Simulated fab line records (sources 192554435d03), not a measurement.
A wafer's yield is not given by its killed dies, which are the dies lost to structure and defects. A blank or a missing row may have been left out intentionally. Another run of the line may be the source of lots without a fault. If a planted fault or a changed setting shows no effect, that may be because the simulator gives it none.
8D (eight disciplines) problem report, filled in by code -- flow n5Finfet -- the parts of the form that need people (team, actions taken, sign-off) are left out

== 1. PROBLEM STATEMENT ==
Mean of spinSpeedRpm at N5_SD_EPI_N_COAT_33: 1593.0 rpm across 6 wafers in 2 lots; on wafers with no fault it is 1500.2 rpm (standard deviation 1.1). Measured from the usual mean, that is +84 standard deviations.
The step: time 60 s, resist thk 35 nm.
First seen on wafer L455.1, day 3 23:43, on lithoTrack-01. The record holds 12 wafers of 4 lots with a number at this step. Rule for "out" (also "out of limits"): further than 4 standard deviations from the usual mean. The rest of the wafers with a number are treated as sound.

== 2. WHAT THIS IS AND IS NOT ==
question,is,is not
which readings at this step,spinSpeedRpm,dispensePressureKPa
which lots,"L455, L457","L466, L473"
which wafers of those lots,all that have a number,-
read on which tools,lithoTrack-01,lithoTrack-03
when,from day 3 23:43,"up to then (0 sound wafers); but 6 sound wafers of L466, L473 came after"

== 3. THE SUSPECTS, EACH WITH WHAT RULES IT OUT ==
Counting: a tool stays on the suspect list if, at a process step up to the reading, it processed all lots that are out and no sound lot following the first of them.
- lithoTrack-01 at N5_SD_EPI_N_COAT_33 (time 60 s, resist thk 35 nm): ruled out as a lasting fault. Following L455 (day 3 23:43), the first lot on it that is out, the sound lots L473 were run on it.
Left after counting: nothing in the record.

== 4. THE CAUSE (what the simulator had put in) ==
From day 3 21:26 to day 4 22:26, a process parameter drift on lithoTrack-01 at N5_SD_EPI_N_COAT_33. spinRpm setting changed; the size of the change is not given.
Counting ruled it out, wrongly.

== 5. SEQUENCE OF EFFECTS, ordered by route ==
Each row: a reading whose mean over the struck wafers that have a number lies more than 3 standard deviations from the usual. Only readings for which the record gives a usual standard deviation are gone through. hours: the time from each lot's start at the first step in this table that gives one to its start at this step, as a median over the lots. sigmas: the change in usual standard deviations.
hours,step,reading,usual,on struck wafers,change,sigmas
0,N5_SD_EPI_N_COAT_33,spinSpeedRpm,1500.2 rpm,1593.0,+92.8,+84
Its process steps:
- N5_SD_EPI_N_COAT_33: time 60 s, resist thk 35 nm.

== 6. HOW IT WOULD HAVE BEEN CAUGHT EARLIER ==
2 hours passed between the start of the fault at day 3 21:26 and the first reading out of limits in this record, taken at day 3 23:43.
